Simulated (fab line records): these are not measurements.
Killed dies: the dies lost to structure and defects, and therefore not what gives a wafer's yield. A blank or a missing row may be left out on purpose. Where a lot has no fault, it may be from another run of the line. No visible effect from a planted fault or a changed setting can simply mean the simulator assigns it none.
The tool behind it: which one? ; flow nand harc ; 7 lots, 19 wafers sampled, at 3 steps of a route of 1302

WHAT THE GAUGES READ, wafer by wafer
NHARC_A_ONON_D1_THK_MEAS_08: measures by ellipsometry.
lot;measured;on;thk nm (nm)
L986;day 8 16:37;film metro-01;978 980 978
L989;day 9 22:19;film metro-01;1003 1005 1004
L993;day 11 04:06;film metro-02;985 986 987
L994;day 11 16:35;film metro-02;1010 1010 1011
L996;day 12 18:04;film metro-02;991 994 992
L101;day 14 23:10;film metro-02;1560 1559
L106;day 16 17:34;film metro-01;1004 1002 1004

EACH LOT AND THE TOOL THAT RAN IT (in order: tool; ch and the chambers of the sampled wafers; start)
lot;NHARC_A_ZERO_WELL_RTA_16;NHARC_A_ONON_D1_DEP_06
L986;rtp anneal-02 ch 0, day 7 18:32;pecvd onon-01 ch 0, day 8 16:13
L989;rtp anneal-01 ch 0, day 8 23:35;pecvd onon-03 ch 0, day 9 21:55
L993;rtp anneal-02 ch 0, day 10 06:05;pecvd onon-03 ch 0, day 11 03:35
L994;rtp anneal-02 ch 0, day 10 18:10;pecvd onon-02 ch 0, day 11 16:08
L996;rtp anneal-01 ch 0, day 11 19:53;pecvd onon-03 ch 0, day 12 17:34
L101;rtp anneal-01 ch 0, day 13 23:00;pecvd onon-02 ch 0, day 14 22:39
L106;rtp anneal-01 ch 0, day 15 19:40;pecvd onon-01 ch 0, day 16 17:10
- NHARC_A_ZERO_WELL_RTA_16: time 10 s.
- NHARC_A_ONON_D1_DEP_06: target thk 1000 nm.

THE ANSWER, worked out from the rows above alone
Rule: the lots themselves supply what counts as usual. The widest of any qualifying gaps counts: lots, ordered by their means at a reading, are off when they make up no more than a third of the lots, leave a main group of 4 or more, and stand apart from it by 3 or more times the standard deviation of that group's means. A main group whose means are all the same, to the digits that the tables above print for the reading, isn't used. A lot without any number at a reading at which 4 lots or more have one is off too. All remaining lots with rows at the step are treated as sound.
Off at NHARC_A_ONON_D1_THK_MEAS_08 (thk nm): L101. The main group has a mean of 996 nm with a standard deviation of 11.
A tool fits if, at a process step before that reading, it ran every lot that is off, and no sound lot after the first of them. The gauges at NHARC_A_ONON_D1_THK_MEAS_08 are tried like those tools. Undecided on this evidence; 2 tools fit (pecvd onon-02 at NHARC_A_ONON_D1_DEP_06, film metro-02 at NHARC_A_ONON_D1_THK_MEAS_08).

WHAT THE SIMULATOR PUT IN
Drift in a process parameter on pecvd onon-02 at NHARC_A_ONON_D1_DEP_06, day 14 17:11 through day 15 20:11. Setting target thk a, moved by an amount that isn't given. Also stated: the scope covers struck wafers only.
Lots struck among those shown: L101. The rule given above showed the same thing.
